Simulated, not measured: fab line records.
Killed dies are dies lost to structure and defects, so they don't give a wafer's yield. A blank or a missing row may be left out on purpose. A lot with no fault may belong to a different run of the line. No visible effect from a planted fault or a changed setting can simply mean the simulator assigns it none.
Which of the tools did it?	flow nand harc	Sampling: 7 lots, 19 wafers, 3 of 1302 route steps

WHAT THE GAUGES READ, wafer by wafer
NHARC_P_BONDPAD_THK_MEAS_33: measures by ellipsometry.
lot	measured	on	thk nm (nm)
L465	day 7 06:21	film metro-02	201.3 200.5 201.0
L467	day 8 02:49	film metro-02	198.2 201.1 199.6
L469	day 9 05:38	film metro-01	199.4 202.2 201.1
L472	day 10 20:53	film metro-01	201.1 199.1 199.1
L479	day 13 04:06	film metro-01	138.3 137.4
L482	day 14 09:47	film metro-02	201.0 203.2 202.2
L486	day 16 02:37	film metro-01	201.5 200.9 200.2

WHICH TOOL RAN EACH LOT (tool, then ch and the chambers of the sampled wafers, then the start)
lot	NHARC_P_M2_DEP_33	NHARC_P_BONDPAD_DEP_00
L465	pecvd-04 ch 0,1,2, day 7 05:17	pecvd-02 ch 0,1, day 7 05:42
L467	pecvd-04 ch 0,2, day 8 01:47	pecvd-02 ch 0,2, day 8 02:10
L469	pecvd-02 ch 0,1,2, day 9 04:34	pecvd-04 ch 0,2, day 9 04:58
L472	pecvd-01 ch 0,2, day 10 19:49	pecvd-04 ch 0,1, day 10 20:13
L479	pecvd-04 ch 1, day 13 03:15	pecvd-02 ch 2, day 13 03:37
L482	pecvd-02 ch 0,1,2, day 14 08:43	pecvd-04 ch 0,1, day 14 09:08
L486	pecvd-04 ch 1,2, day 16 01:35	pecvd-02 ch 0,1, day 16 01:58
- NHARC_P_M2_DEP_33: deposits SiCN, target thk 30 nm.
- NHARC_P_BONDPAD_DEP_00: deposits SiCN, target thk 250 nm.

THE ANSWER, worked out from the rows above alone
Rule: what is usual is taken from the lots themselves. Put in order of their means at a reading, lots are off if they are a third of the lots or fewer, leave a main group of 4 or more, and stand apart from it by a gap of 3 or more times the standard deviation of the main group's means; of several such gaps the widest counts. If all means in a main group match to the digits the tables above print for the reading, that group is not used. Also off: a lot with no number at a reading for which 4 or more lots have one. All remaining lots with rows at the step are treated as sound.
Off: L479, at NHARC_P_BONDPAD_THK_MEAS_33 (thk nm). Mean 200.7 nm and standard deviation 0.84 in the main group.
A tool fits if, at a process step before that reading, it ran every lot that is off, and no sound lot after the first of them. Those tools and the gauges at NHARC_P_BONDPAD_THK_MEAS_33 are tried in the same way. Not one of the candidates tried fits.

WHAT THE SIMULATOR HAD PUT IN
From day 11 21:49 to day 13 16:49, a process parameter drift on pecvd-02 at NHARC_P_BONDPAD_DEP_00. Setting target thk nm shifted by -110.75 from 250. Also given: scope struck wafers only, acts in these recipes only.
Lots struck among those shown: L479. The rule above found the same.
